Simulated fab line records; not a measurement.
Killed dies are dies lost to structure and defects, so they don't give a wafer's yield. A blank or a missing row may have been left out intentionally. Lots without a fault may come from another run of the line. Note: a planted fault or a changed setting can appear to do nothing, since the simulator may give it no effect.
Split-lot experiment + flow n5 finfet + 21 wafers read across 7 lots, on a route 1938 steps long

== THE SPLIT ==
At N5_HKMG_FIN_ETCH_32 (etches SOC in N2/H2, target depth 240 nm, time 300 s), the setting bias w was moved away from the recipe's 150 W on 9 of the 21 wafers read, by -9.2% to +15.3%. This setting was run at the recipe's value on the other wafers.

The split's own step is where the reading is taken.

== THE READING ==
rf vpp V, in V, at N5_HKMG_FIN_ETCH_32 (etches SOC in N2/H2, target depth 240 nm, time 300 s). On this fab line, fault-free wafers typically give 524.1 V with a standard deviation of 2 V.

| wafer  | tool, chamber at the split | bias w as run, W | against the recipe | rf vpp V, V | against lot-mates on the recipe |
|--------|----------------------------|------------------|--------------------|-------------|---------------------------------|
| L076.3 | rie diel-01, 2             | 150              | recipe             | 521.4       | -                               |
| L076.4 | rie diel-01, 0             | 150              | recipe             | 522.1       | -                               |
| L076.5 | rie diel-01, 3             | 169.7            | +13.1%             | 569.6       | +47.9                           |
| L078.2 | rie diel-01, 2             | 173              | +15.3%             | 571.8       | +50.8                           |
| L078.3 | rie diel-01, 3             | 173              | +15.3%             | 573.9       | +52.9                           |
| L078.4 | rie diel-01, 2             | 150              | recipe             | 521.0       | -                               |
| L080.2 | rie diel-04, 0             | 136.2            | -9.2%              | 491.8       | no lot-mate on the recipe       |
| L080.3 | rie diel-04, 2             | 136.2            | -9.2%              | 493.9       | no lot-mate on the recipe       |
| L080.4 | rie diel-04, 1             | 136.2            | -9.2%              | 493.8       | no lot-mate on the recipe       |
| L083.2 | rie diel-01, 3             | 150              | recipe             | 525.8       | -                               |
| L083.3 | rie diel-01, 1             | 163.7            | +9.1%              | 555.6       | +29.8                           |
| L083.6 | rie diel-01, 1             | 163.7            | +9.1%              | 553.9       | +28.1                           |
| L084.1 | rie diel-02, 3             | 169.1            | +12.7%             | 564.8       | +39.0                           |
| L084.2 | rie diel-02, 1             | 150              | recipe             | 524.5       | -                               |
| L084.3 | rie diel-02, 2             | 150              | recipe             | 527.0       | -                               |
| L087.1 | rie diel-02, 3             | 150              | recipe             | 523.2       | -                               |
| L087.2 | rie diel-02, 1             | 150              | recipe             | 524.0       | -                               |
| L087.4 | rie diel-02, 0             | 150              | recipe             | 525.4       | -                               |
| L090.1 | rie diel-01, 0             | 150              | recipe             | 520.3       | -                               |
| L090.2 | rie diel-01, 3             | 150              | recipe             | 525.5       | -                               |
| L090.3 | rie diel-01, 2             | 150              | recipe             | 522.8       | -                               |

THE FIT
A straight line over all 21 wafers: rf vpp V changes by +3.3 V for each +1% of bias w; r = +1.00; the points scatter about the line by 1.9 V.
The same after taking each lot's own level away (the mean of its wafers on the recipe; 18 wafers): +3.35 V for each +1%; r = +1.00; scatter 1.9 V.
According to that fit, moving bias w by its largest amount changes the reading by 51 V.
The lots' own levels span 521.00 to 525.80 V, that is 2.4 times the standard deviation above.
The two slopes are in agreement: the lot-to-lot level therefore moves the slope only a little.
Check: for one of the wafers moved furthest among these (+15.3%), held out of the fit, the line's prediction against its lot-mates is +51.4 V. It came out at +50.8 V against them.
Tool readings at the split's step, against how far the setting was moved: rf vpp V r = +1.00.

== THE WHOLE CHAIN: every reading that the file lists as answering this split, in the file's order ==
| step                | what it does                                         | reading                                                                           | change (the file's fit)               | r (the file's) |
|---------------------|------------------------------------------------------|-----------------------------------------------------------------------------------|---------------------------------------|----------------|
| N5_HKMG_FIN_ETCH_32 | etches SOC in N2/H2, target depth 240 nm, time 300 s | rf vpp V                                                                          | +3.34 V for each +1% of the setting   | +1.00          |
| N5_HKMG_FIN_ETCH_32 | etches SOC in N2/H2, target depth 240 nm, time 300 s | etch.depth nm (the simulator's own value, which no gauge read)                    | +1.26 nm for each +1% of the setting  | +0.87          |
| N5_HKMG_FIN_ETCH_32 | etches SOC in N2/H2, target depth 240 nm, time 300 s | HKMG_FIN.feature depth nm (the simulator's own value, which no gauge read)        | +1.26 nm for each +1% of the setting  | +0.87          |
| N5_HKMG_FIN_ETCH_32 | etches SOC in N2/H2, target depth 240 nm, time 300 s | SiARC_of_HKMG_FIN_COAT_30.thk nm (the simulator's own value, which no gauge read) | -0.187 nm for each +1% of the setting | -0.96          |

== THE FILE'S OWN FIT ==
rf vpp V changes by +3.34 V for each +1% of bias w, r = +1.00.
